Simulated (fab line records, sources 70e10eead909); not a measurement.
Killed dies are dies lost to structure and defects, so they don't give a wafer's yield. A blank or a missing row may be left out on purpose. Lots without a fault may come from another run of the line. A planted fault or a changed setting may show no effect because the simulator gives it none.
fab line records | flow nand_harc | part 1 of 2: steps 1 to 25 of 34
record lots=5 wafers=15 last_day=32
route steps=1302 shown A_STAIRCASE@804
lots that met no fault: from a run of the same line without faults
start_h: hours from the record's first day to the start of the lot's first wafer shown | wait_h: hours since the lot's step before | " the same as in the row above | L1.1+2: a row that stands for several wafers | - no value, or no start given | * or withheld: withheld | < > ~ a bound
route shown NAME@n: a module of which the file shows steps, and the number in the route of the first | usual: mean/standard deviation of fault-free wafers | same: alike in all rows | chamber/n: place in a boat | sites: the reading at each site | _std_site: their standard deviation | _edge_site: outer sites' mean less inner sites' | radius_mm: how far each site lies from the wafer's centre | mask NAME#n: copy n | behind: the tool/chamber that last shaped the wafer | hold: why the lot was held/for how many hours/how that ended | device: the transistor (n, p or np) that didn't switch | end of line: the same wafers' tests at the end of the route | a step without rows: its recipe alone | killed: dies lost to structure and defects at the first sort, not the wafer's yield | map: a wafer's dies, x killed, . not, _ none there
set.NAME: the setting as run; set.NAME@STEP: as run at that earlier step | model.NAME: the simulator's own value behind a step, which no gauge read
lots at some steps of the route; a table a step, a row a wafer
services: from which hour (start_h, from the record's first day; less than 0 if before it) a tool's chamber was out of use, for how many hours, and why
## steps
# step NHARC_A_STAIRCASE_DEVELOP_288
# recipe time_s=140
# columns lot.wafer tool chamber start_h wait_h
L083.2+5+6 litho_track-07 0 - -
L088.2+3+5 litho_track-07 0 - -
L089.1+2+3 litho_track-05 0 - -
L093.1+4+5 litho_track-03 0 - -
L094.2+5+6 litho_track-03 0 - -
# step NHARC_A_STAIRCASE_HARDBAKE_290
# recipe temp_c=120 time_s=140
# columns lot.wafer tool chamber start_h wait_h
L083.2+5+6 litho_track-03 0 478.86 -
L088.2+3+5 litho_track-03 0 520.67 -
L089.1+2+3 litho_track-03 0 531.10 -
L093.1+4+5 litho_track-07 0 576.86 -
L094.2+5+6 litho_track-05 0 586.53 -
# step NHARC_A_STAIRCASE_DESCUM_291
# recipe time_s=3 o2_flow_sccm=200 ar_flow_sccm=0 bias_power_w=0 chemistry=O2
# usual drypump_motor_current_A=5.6/0.49 oes_product_au=1.003/0.018 rf_vpp_V=57.7/0.83 showerhead_plenum_p_Torr=1.92/0.11 throttle_valve_pct=11.311/0.0086
# columns lot.wafer tool chamber start_h wait_h drypump_motor_current_A oes_product_au rf_hours_counter_h rf_vpp_V showerhead_plenum_p_Torr throttle_valve_pct
L083.2 rie_diel-11 3 478.94 - 5.5 1.008 15 56.8 1.87 11.312
L083.6 " 3 " " 5.5 1.012 - 57.7 1.87 11.311
L083.5 " 0 " " 4.7 1.010 - 56.2 1.87 11.310
L088.3 rie_diel-06 3 520.76 - 5.7 1.012 6 57.1 2.07 11.320
L088.2 " 2 " " 5.6 1.046 7 58.0 1.87 11.309
L088.5 " 0 " " 5.8 0.987 - 56.6 1.78 11.316
L089.1 rie_diel-06 2 531.21 - 5.6 1.031 14 57.4 1.87 11.308
L089.3 " 3 " " 5.8 1.019 10 58.8 2.07 11.315
L089.2 " 0 " " 5.7 0.985 10 56.5 1.78 11.318
L093.4 rie_diel-11 1 576.95 - 4.9 0.960 37 58.1 2.06 11.310
L093.1 " 0 " " 4.7 1.001 46 56.7 1.86 11.321
L093.5 " 1 " " 4.9 0.970 - 58.3 2.06 11.312
L094.2 rie_diel-01 3 586.64 - 5.7 0.998 6 57.9 1.87 11.309
L094.5 " 0 " " 5.9 0.997 - 57.5 1.97 11.301
L094.6 " 1 " " 5.2 0.992 - 58.8 2.05 11.292
# step NHARC_A_STAIRCASE_ETCH_292
# recipe cf4_flow_sccm=100 chf3_flow_sccm=30 ar_flow_sccm=0 rf_w=500 bias_w=200 chemistry=CF4/CHF3
# usual drypump_motor_current_A=5.6/0.49 oes_product_au=0.944/0.027 rf_vpp_V=370.5/2.8 showerhead_plenum_p_Torr=1.57/0.083 throttle_valve_pct=16.802/0.0089
# columns lot.wafer tool chamber start_h wait_h drypump_motor_current_A oes_product_au rf_hours_counter_h rf_vpp_V showerhead_plenum_p_Torr throttle_valve_pct
L083.2 rie_diel-11 1 479.05 0.1 4.9 0.901 9 375.0 1.70 16.806
L083.6 " 3 " " 5.5 0.932 - 369.7 1.54 16.806
L083.5 " 0 " " 4.7 0.934 - 369.4 1.54 16.795
L088.2 rie_diel-06 1 520.86 0.1 6.0 0.946 8 374.2 1.70 16.795
L088.3 " 2 " " 5.5 0.964 7 368.8 1.54 16.793
L088.5 " 0 " " 5.7 0.913 - 366.6 1.47 16.794
L089.2 rie_diel-06 0 531.29 0.1 5.7 0.964 10 368.2 1.47 16.791
L089.3 " 1 " " 6.0 0.985 14 373.3 1.70 16.789
L089.1 " 2 " " 5.5 0.999 14 368.6 1.54 16.803
L093.1 rie_diel-11 0 577.05 0.1 4.7 0.939 46 369.3 1.53 16.817
L093.4 " 1 " " 4.9 0.900 37 374.4 1.69 16.793
L093.5 " 3 " " 5.5 0.939 - 368.6 1.53 16.792
L094.2 rie_diel-01 1 586.73 0.1 5.3 0.966 5 374.4 1.68 16.788
L094.5 " 2 " " 6.7 1.005 - 373.5 1.66 16.810
L094.6 " 3 " " 5.7 0.990 - 369.4 1.54 16.793
# step NHARC_A_STAIRCASE_HM_OPEN_460
# recipe o2_flow_sccm=400 cos_flow_sccm=20 ar_flow_sccm=0 rf_w=500 bias_w=300 chemistry=O2/COS
# usual drypump_motor_current_A=5.6/0.48 oes_product_au=1.003/0.018 rf_vpp_V=467/3.5 showerhead_plenum_p_Torr=3.12/0.16 throttle_valve_pct=28.330/0.009
# columns lot.wafer tool chamber start_h wait_h drypump_motor_current_A oes_product_au rf_hours_counter_h rf_vpp_V showerhead_plenum_p_Torr throttle_valve_pct
L083.2 rie_diel-11 0 - - 4.7 1.019 15 466 3.06 28.321
L083.5 " 0 " " 4.7 1.017 - 466 3.06 28.338
L083.6 " 1 " " 4.9 0.975 - 473 3.37 28.338
L088.3 rie_diel-06 0 - - 5.8 0.979 7 462 2.92 28.334
L088.2 " 3 " " 5.7 1.010 6 473 3.37 28.331
L088.5 " 0 " " 5.8 0.983 - 463 2.92 28.332
L089.1 rie_diel-06 1 - - 6.0 1.010 14 472 3.37 28.335
L089.3 " 3 " " 5.7 1.015 10 473 3.37 28.333
L089.2 " 0 " " 5.7 0.972 10 464 2.92 28.326
L093.1 rie_diel-11 3 - - 5.5 1.015 47 466 3.04 28.341
L093.4 " 1 " " 4.9 0.960 37 471 3.35 28.338
L093.5 " 3 " " 5.5 1.017 - 466 3.04 28.328
L094.2 rie_diel-01 3 - - 5.7 0.996 6 466 3.06 28.347
L094.5 " 1 " " 5.3 0.992 - 472 3.34 28.324
L094.6 " 2 " " 6.7 1.024 - 470 3.28 28.317
# step NHARC_A_STAIRCASE_STRIP_461
# recipe o2_flow_sccm=400 cos_flow_sccm=20 ar_flow_sccm=0 bias_w=0 chemistry=O2/COS
# columns lot.wafer tool chamber start_h wait_h
L083.2+5+6 rie_diel-11 2,0,1 - -
L088.2+3+5 rie_diel-06 2,3,2 - -
L089.1+3+2 rie_diel-06 1,2,3 - -
L093.4+1+5 rie_diel-11 3,0,3 - -
L094.2+6+5 rie_diel-01 1,2,3 - -
# step NHARC_A_STAIRCASE_ETCH_452
# recipe target_depth_a=300 overetch_a=30 time_s=16.5 ion_energy_ev=100 cf4_flow_sccm=80 o2_flow_sccm=20 ar_flow_sccm=0 rf_w=300 bias_w=100 chemistry=CF4/O2
# usual drypump_motor_current_A=5.6/0.5 oes_product_au=1.003/0.017 rf_vpp_V=197.8/1.7 showerhead_plenum_p_Torr=1.34/0.072 throttle_valve_pct=13.396/0.0089
# columns lot.wafer tool chamber start_h wait_h drypump_motor_current_A oes_product_au rf_hours_counter_h rf_vpp_V showerhead_plenum_p_Torr throttle_valve_pct
L083.2 rie_diel-11 2 - - 5.9 0.977 14 199.2 1.32 13.394
L083.6 " 3 " " 5.5 1.011 - 198.1 1.30 13.389
L083.5 " 0 " " 4.6 1.012 - 197.9 1.31 13.385
L088.3 rie_diel-06 3 - - 5.8 1.008 6 200.8 1.44 13.398
L088.2 " 0 " " 5.8 0.984 7 194.3 1.25 13.391
L088.5 " 3 " " 5.7 1.004 - 199.3 1.44 13.402
L089.2 rie_diel-06 0 - - 5.7 0.976 10 194.8 1.25 13.393
L089.3 " 2 " " 5.5 1.031 14 197.8 1.31 13.403
L089.1 " 3 " " 5.7 1.013 10 200.5 1.44 13.405
L093.1 rie_diel-11 0 - - 4.7 1.009 46 198.0 1.30 13.410
L093.4 " 3 " " 5.5 1.018 47 196.8 1.30 13.387
L093.5 " 1 " " 4.9 0.980 - 200.3 1.44 13.394
L094.2 rie_diel-01 1 - - 5.2 0.994 5 198.7 1.43 13.400
L094.5 " 1 " " 5.3 0.986 - 198.8 1.43 13.410
L094.6 " 2 " " 6.7 1.019 - 198.3 1.41 13.396
# step NHARC_A_STAIRCASE_ETCH_294
# recipe target_depth_a=49890 time_s=1211.6 ion_energy_ev=800 c4f8_flow_sccm=80 o2_flow_sccm=60 ar_flow_sccm=withheld rf_w=600 bias_w=3000 chemistry=C4F8/O2/Ar
# usual oes_product_au=0.938/0.017 rf_vpp_V=1827/13
# columns lot.wafer tool chamber start_h wait_h oes_product_au rf_hours_counter_h rf_vpp_V
L083.2 rie_diel-11 2 - - 0.904 14 1826
L083.6 " 2 " " 0.911 - 1824
L083.5 " 3 " " 0.955 - 1822
L088.3 rie_diel-06 3 - - 0.936 6 1847
L088.2 " 0 " " 0.917 7 1810
L088.5 " 1 " " 0.935 - 1846
L089.2 rie_diel-06 2 - - 0.968 14 1822
L089.3 " 3 " " 0.976 10 1848
L089.1 " 0 " " 0.932 11 1811
L093.4 rie_diel-11 1 - - 0.909 37 1845
L093.1 " 0 " " 0.944 47 1821
L093.5 " 2 " " 0.916 - 1822
L094.2 rie_diel-01 2 - - 0.955 5 1840
L094.5 " 3 " " 0.946 - 1824
L094.6 " 0 " " 0.945 - 1834
# step NHARC_A_STAIRCASE_STRIP_295
# recipe o2_flow_sccm=500 ar_flow_sccm=0 bias_w=0 chemistry=O2
# usual drypump_motor_current_A=5.6/0.48 oes_product_au=1.003/0.017 rf_vpp_V=57.8/0.95 showerhead_plenum_p_Torr=3.53/0.18 throttle_valve_pct=17.036/0.0091
# columns lot.wafer tool chamber start_h wait_h drypump_motor_current_A oes_product_au rf_hours_counter_h rf_vpp_V showerhead_plenum_p_Torr throttle_valve_pct
L083.2 rie_diel-11 3 - - 5.5 1.012 16 57.4 3.45 17.031
L083.5 " 3 " " 5.5 1.015 - 56.9 3.45 17.050
L083.6 " 0 " " 4.7 1.021 - 59.4 3.45 17.052
L088.3 rie_diel-06 2 - - 5.5 1.033 9 58.2 3.46 17.035
L088.2 " 1 " " 6.0 1.000 9 58.2 3.80 17.011
L088.5 " 3 " " 5.8 1.007 - 58.6 3.80 17.042
L089.1 rie_diel-06 3 - - 5.7 1.019 11 58.4 3.80 17.042
L089.3 " 0 " " 5.8 0.985 11 56.6 3.30 17.038
L089.2 " 1 " " 6.0 1.007 15 59.6 3.80 17.017
L093.4 rie_diel-11 3 - - 5.5 1.025 47 58.4 3.43 17.018
L093.1 " 1 " " 4.9 0.968 38 58.9 3.79 17.037
L093.5 " 2 " " 5.9 0.989 - 56.2 3.49 17.034
L094.2 rie_diel-01 2 - - 6.7 1.014 5 58.7 3.71 17.038
L094.6 " 3 " " 5.7 1.000 - 57.5 3.46 17.045
L094.5 " 0 " " 5.8 0.994 - 58.4 3.62 17.032
# step NHARC_A_STAIRCASE_STRIP_296
# recipe time_s=900 temp_c=130 chemistry=SPM
# columns lot.wafer tool chamber start_h wait_h
L083.2+6+5 wet_bench-04 2,3,7 480.69 -
L088.2+5+3 wet_bench-04 2,4,6 522.65 -
L089.1+3+2 wet_bench-05 7,3,4 532.91 -
L093.5+1+4 wet_bench-04 3,4,6 578.84 -
L094.2+6+5 wet_bench-05 7,1,3 588.34 -
# step NHARC_A_STAIRCASE_PRECLEAN_297
# recipe time_s=* temp_c=50 bath_age_min=0 chemistry=SC1
# usual sc1_h2o2_end_mol_l=0.3698/0.00071
# columns lot.wafer tool chamber start_h wait_h sc1_h2o2_end_mol_l
L083.2 wet_bench-04 2 - - 0.3693
L083.6 " 3 " " 0.3694
L083.5 " 7 " " 0.3689
L088.2 wet_bench-04 2 - - 0.3694
L088.5 " 4 " " 0.3708
L088.3 " 6 " " 0.3705
L089.1 wet_bench-05 7 - - 0.3699
L089.3 " 3 " " 0.3688
L089.2 " 4 " " 0.3695
L093.5 wet_bench-04 3 - - 0.3707
L093.1 " 4 " " 0.3697
L093.4 " 6 " " 0.3695
L094.2 wet_bench-05 7 - - 0.3696
L094.6 " 1 " " 0.3700
L094.5 " 3 " " 0.3694
# step NHARC_A_STAIRCASE_SRD_298
# columns lot.wafer tool chamber start_h wait_h
L083.2+6+5 wet_bench-04 2,3,7 - -
L088.2+5+3 wet_bench-04 2,4,6 - -
L089.1+3+2 wet_bench-05 7,3,4 - -
L093.5+1+4 wet_bench-04 3,4,6 - -
L094.2+6+5 wet_bench-05 7,1,3 - -
# step NHARC_A_STAIRCASE_HM_DEP_462
# recipe target_thk_a=8000 temp_c=400 material=aC
# usual throttle_valve_pct=35.000/0.0091
# columns lot.wafer tool chamber start_h wait_h throttle_valve_pct
L083.2 acl_dep-01 0 482.74 1.6 35.015
L083.5 " 0 " " 35.013
L083.6 " 0 " " 34.984
L088.2 acl_dep-02 0 525.59 2.5 35.007
L088.3 " 0 " " 34.993
L088.5 " 0 " " 34.999
L089.1 acl_dep-01 0 533.44 0.1 34.994
L089.2 " 0 " " 35.001
L089.3 " 0 " " 35.010
L093.1 acl_dep-01 0 582.31 3.0 34.999
L093.4 " 0 " " 35.016
L093.5 " 0 " " 35.007
L094.2 acl_dep-03 0 589.17 0.4 34.994
L094.5 " 0 " " 34.980
L094.6 " 0 " " 34.994
# step NHARC_A_STAIRCASE_DEP_301
# recipe target_thk_a=300 target_thk_nm=30 temp_c=400 pressure_torr=3.5 flow_sccm=200 rf_w=350 material=SiON
# usual heater_power_w=740/110
# columns lot.wafer tool chamber start_h wait_h heater_power_w
L083.2 pecvd-02 1 484.33 1.3 853
L083.5 " 0 " " 685
L083.6 " 2 " " 657
L088.2 pecvd-02 0 527.17 1.3 699
L088.3 " 2 " " 676
L088.5 " 0 " " 701
L089.1 pecvd-01 0 535.28 1.5 689
L089.3 " 1 " " 948
L089.2 " 2 " " 807
L093.1 pecvd-01 2 584.19 1.6 778
L093.4 " 2 " " 791
L093.5 " 0 " " 719
L094.2 pecvd-03 2 590.74 1.3 870
L094.5 " 1 " " 654
L094.6 " 0 " " 629
# step NHARC_A_STAIRCASE_DEHYDRATE_302
# recipe temp_c=150 time_s=120
# columns lot.wafer tool chamber start_h wait_h
L083.2+5+6 litho_track-03 0 484.61 0.2
L088.2+3+5 litho_track-07 0 527.44 0.2
L089.1+2+3 litho_track-05 0 535.55 0.2
L093.1+4+5 litho_track-07 0 584.44 0.2
L094.2+5+6 litho_track-05 0 590.98 0.2
# step NHARC_A_STAIRCASE_HMDS_303
# recipe time_s=30
# columns lot.wafer tool chamber start_h wait_h
L083.2+5+6 litho_track-03 0 - -
L088.2+3+5 litho_track-07 0 - -
L089.1+2+3 litho_track-05 0 - -
L093.1+4+5 litho_track-07 0 - -
L094.2+5+6 litho_track-05 0 - -
# step NHARC_A_STAIRCASE_COAT_304
# recipe spin_rpm=1200
# columns lot.wafer tool chamber start_h wait_h
L083.2+5+6 litho_track-03 0 - -
L088.2+3+5 litho_track-07 0 - -
L089.1+2+3 litho_track-05 0 - -
L093.1+4+5 litho_track-07 0 - -
L094.2+5+6 litho_track-05 0 - -
# step NHARC_A_STAIRCASE_SOFTBAKE_305
# recipe temp_c=135 time_s=170
# columns lot.wafer tool chamber start_h wait_h
L083.2+5+6 litho_track-03 0 - -
L088.2+3+5 litho_track-07 0 - -
L089.1+2+3 litho_track-05 0 - -
L093.1+4+5 litho_track-07 0 - -
L094.2+5+6 litho_track-05 0 - -
# step NHARC_A_STAIRCASE_EBR_306
# columns lot.wafer tool chamber start_h wait_h
L083.2+5+6 litho_track-03 0 - -
L088.2+3+5 litho_track-07 0 - -
L089.1+2+3 litho_track-05 0 - -
L093.1+4+5 litho_track-07 0 - -
L094.2+5+6 litho_track-05 0 - -
# step NHARC_A_STAIRCASE_EXPOSE_307
# recipe na=0.5 dose_mj=45.72 mask_id=CHOP_50
# columns lot.wafer tool chamber start_h wait_h mask
L083.2+5+6 krf_scanner-02 0 484.94 - CHOP_50#0
L088.2+3+5 krf_scanner-03 0 527.78 - CHOP_50#0
L089.1+2+3 krf_scanner-02 0 535.89 - CHOP_50#0
L093.1+4+5 krf_scanner-01 0 584.64 - CHOP_50#0
L094.2+5+6 krf_scanner-02 0 591.20 - CHOP_50#0
# step NHARC_A_STAIRCASE_PEB_308
# recipe peb_temp_c=115 peb_time_s=130
# columns lot.wafer tool chamber start_h wait_h
L083.2+5+6 litho_track-03 0 485.01 0.1
L088.2+3+5 litho_track-05 0 527.84 0.1
L089.1+2+3 litho_track-07 0 535.95 0.1
L093.1+4+5 litho_track-03 0 584.71 0.1
L094.2+5+6 litho_track-03 0 591.26 0.1
# step NHARC_A_STAIRCASE_DEVELOP_309
# recipe time_s=140
# columns lot.wafer tool chamber start_h wait_h
L083.2+5+6 litho_track-03 0 - -
L088.2+3+5 litho_track-05 0 - -
L089.1+2+3 litho_track-07 0 - -
L093.1+4+5 litho_track-03 0 - -
L094.2+5+6 litho_track-03 0 - -
# step NHARC_A_STAIRCASE_HARDBAKE_311
# recipe temp_c=120 time_s=140
# columns lot.wafer tool chamber start_h wait_h
L083.2+5+6 litho_track-05 0 485.23 -
L088.2+3+5 litho_track-03 0 528.07 -
L089.1+2+3 litho_track-07 0 536.17 -
L093.1+4+5 litho_track-07 0 584.93 -
L094.2+5+6 litho_track-03 0 591.48 -
# step NHARC_A_STAIRCASE_DESCUM_312
# recipe time_s=3 o2_flow_sccm=200 ar_flow_sccm=0 bias_power_w=0 chemistry=O2
# usual drypump_motor_current_A=5.6/0.56 oes_product_au=1.003/0.017 rf_vpp_V=57.9/0.87 showerhead_plenum_p_Torr=1.94/0.092 throttle_valve_pct=11.311/0.0095
# columns lot.wafer tool chamber start_h wait_h drypump_motor_current_A oes_product_au rf_hours_counter_h rf_vpp_V showerhead_plenum_p_Torr throttle_valve_pct
L083.2 rie_diel-01 2 485.38 - 6.7 0.998 29 58.7 2.03 11.298
L083.6 " 0 " " 5.8 1.023 - 59.7 1.98 11.335
L083.5 " 1 " " 5.2 0.994 - 58.4 2.06 11.308
L088.3 rie_diel-01 3 528.17 - 5.7 0.995 50 57.5 1.88 11.311
L088.2 " 0 " " 5.8 1.019 46 58.2 1.97 11.317
L088.5 " 2 " " 6.7 1.020 - 58.3 2.02 11.308
L089.1 rie_diel-01 0 536.27 - 5.8 1.014 48 56.9 1.97 11.308
L089.2 " 1 " " 5.2 0.994 54 58.0 2.06 11.312
L089.3 " 2 " " 6.7 1.005 48 58.0 2.02 11.285
L093.1 rie_diel-11 3 585.02 - 5.5 1.023 50 55.3 1.86 11.298
L093.4 " 1 " " 4.9 0.969 40 57.9 2.06 11.300
L093.5 " 0 " " 4.7 1.013 - 58.8 1.86 11.312
L094.2 rie_diel-11 2 591.57 - 5.9 0.987 47 56.8 1.89 11.312
L094.5 " 2 " " 5.9 0.986 - 57.3 1.89 11.309
L094.6 " 3 " " 5.5 1.012 - 56.8 1.86 11.304
# step NHARC_A_STAIRCASE_ETCH_313
# recipe cf4_flow_sccm=100 chf3_flow_sccm=30 ar_flow_sccm=0 rf_w=500 bias_w=200 chemistry=CF4/CHF3
# usual drypump_motor_current_A=5.6/0.55 oes_product_au=0.933/0.021 rf_vpp_V=371.2/2.5 showerhead_plenum_p_Torr=1.59/0.072 throttle_valve_pct=16.803/0.0092
# columns lot.wafer tool chamber start_h wait_h drypump_motor_current_A oes_product_au rf_hours_counter_h rf_vpp_V showerhead_plenum_p_Torr throttle_valve_pct
L083.2 rie_diel-01 0 485.50 0.1 5.8 0.942 28 372.4 1.62 16.789
L083.6 " 0 " " 5.8 0.957 - 370.9 1.62 16.809
L083.5 " 1 " " 5.3 0.922 - 373.3 1.69 16.795
L088.2 rie_diel-01 1 528.24 0.1 5.2 0.924 52 375.2 1.69 16.794
L088.3 " 0 " " 5.8 0.941 46 372.1 1.62 16.796
L088.5 " 2 " " 6.7 0.935 - 374.8 1.66 16.819
L089.2 rie_diel-01 2 536.36 0.1 6.7 0.939 48 372.8 1.66 16.815
L089.3 " 3 " " 5.7 0.911 52 369.9 1.55 16.800
L089.1 " 0 " " 5.8 0.937 48 371.6 1.62 16.809
L093.4 rie_diel-11 2 585.11 0.1 5.9 0.911 45 370.9 1.55 16.785
L093.1 " 1 " " 4.9 0.902 40 373.9 1.69 16.792
L093.5 " 3 " " 5.5 0.935 - 368.6 1.53 16.790
L094.2 rie_diel-11 3 591.65 0.1 5.5 0.938 52 368.9 1.53 16.809
L094.6 " 3 " " 5.5 0.933 - 369.6 1.53 16.818
L094.5 " 0 " " 4.7 0.931 - 369.5 1.53 16.803
